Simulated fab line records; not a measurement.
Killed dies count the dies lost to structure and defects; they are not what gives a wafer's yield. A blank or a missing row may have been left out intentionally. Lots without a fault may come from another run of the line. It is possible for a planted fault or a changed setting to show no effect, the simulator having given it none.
The same fault as seen by 2 desks	flow nand-harc	each desk has only its own numbers; what lay behind them comes last

## AT THE METROLOGY DESK
Means of the sampled wafers that have a number, per lot and without regard to the tool the lot ran on: this is what the gauges read. The brackets show how far a lot's mean lies from the usual mean; more than 4 standard deviations puts the lot out of limits, marked OUT.
Columns: A = cd-nm at NHARC_A_M1_CD_MEAS_09, usual 120.2 nm; B = cd-nm at NHARC_A_M1_CD_MEAS_16, usual 120.2 nm
lot	first seen here	A	B
L833	day 23 09:12	120.6	120.1
L832	day 23 11:57	120.4	120.1
L837	day 25 11:46	121.0	121.0
L839	day 25 13:44	121.2	121.3
L844	day 27 22:43	119.4	119.6
L847	day 29 00:58	119.6	119.5
L848	day 29 07:17	136.6 (+25) OUT	136.3 (+17) OUT
L851	day 30 17:02	120.5	119.9
L850	day 31 02:20	120.3	119.9
L852	day 31 09:50	133.8 (+21) OUT	133.2 (+13) OUT
L855	day 31 21:55	119.9	119.9
This desk finds L848, L852 out of limits, L848 being first, at day 29 07:17 (cd-nm at NHARC_A_M1_CD_MEAS_09). L833, L832, L837, L839, L844, L847, L851, L850, L855 stayed within limits.

## FOR THE TOOL OWNER'S DESK: arfi-scanner-01
The tool's own readings at NHARC_A_M1_EXPOSE_06 (exposes mask A M1, target cd 120 nm): means of the sampled wafers that have a number, for each lot that ran on this tool. The brackets show how far a lot's mean lies from the usual mean; more than 4 standard deviations puts the lot out of limits, marked OUT.
Columns: A = exposure-dose-mJ-cm2 at NHARC_A_M1_EXPOSE_06, usual 75.13
lot	first seen here	A
L837	day 25 11:37	75.18
L844	day 27 22:34	75.16
L847	day 29 00:49	75.08
L848	day 29 07:09	98.58 (+99 or more) OUT
L852	day 31 09:42	93.86 (+99 or more) OUT
This desk finds L848, L852 out of limits, L848 being first, at day 29 07:09 (exposure-dose-mJ-cm2 at NHARC_A_M1_EXPOSE_06). L837, L844, L847 stayed within limits.

## TAKEN TOGETHER
An alarm could have come from the tool owner's desk at day 29 07:09, on L848, L852.
The metrology desk could have raised an alarm at day 29 07:17, on L848, L852.
Every lot named ran NHARC_A_M1_EXPOSE_06 on arfi-scanner-01.

## WHAT THE SIMULATOR PUT IN
Process parameters drifting: arfi-scanner-01 at NHARC_A_M1_EXPOSE_06, beginning at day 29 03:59. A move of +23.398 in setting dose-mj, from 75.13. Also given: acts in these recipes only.
Lots struck among those shown: L848, L852.
Delay (hours) between the fault's onset and each desk's first out-of-limits reading: 3 at the tool owner's desk, 3 at the metrology desk.
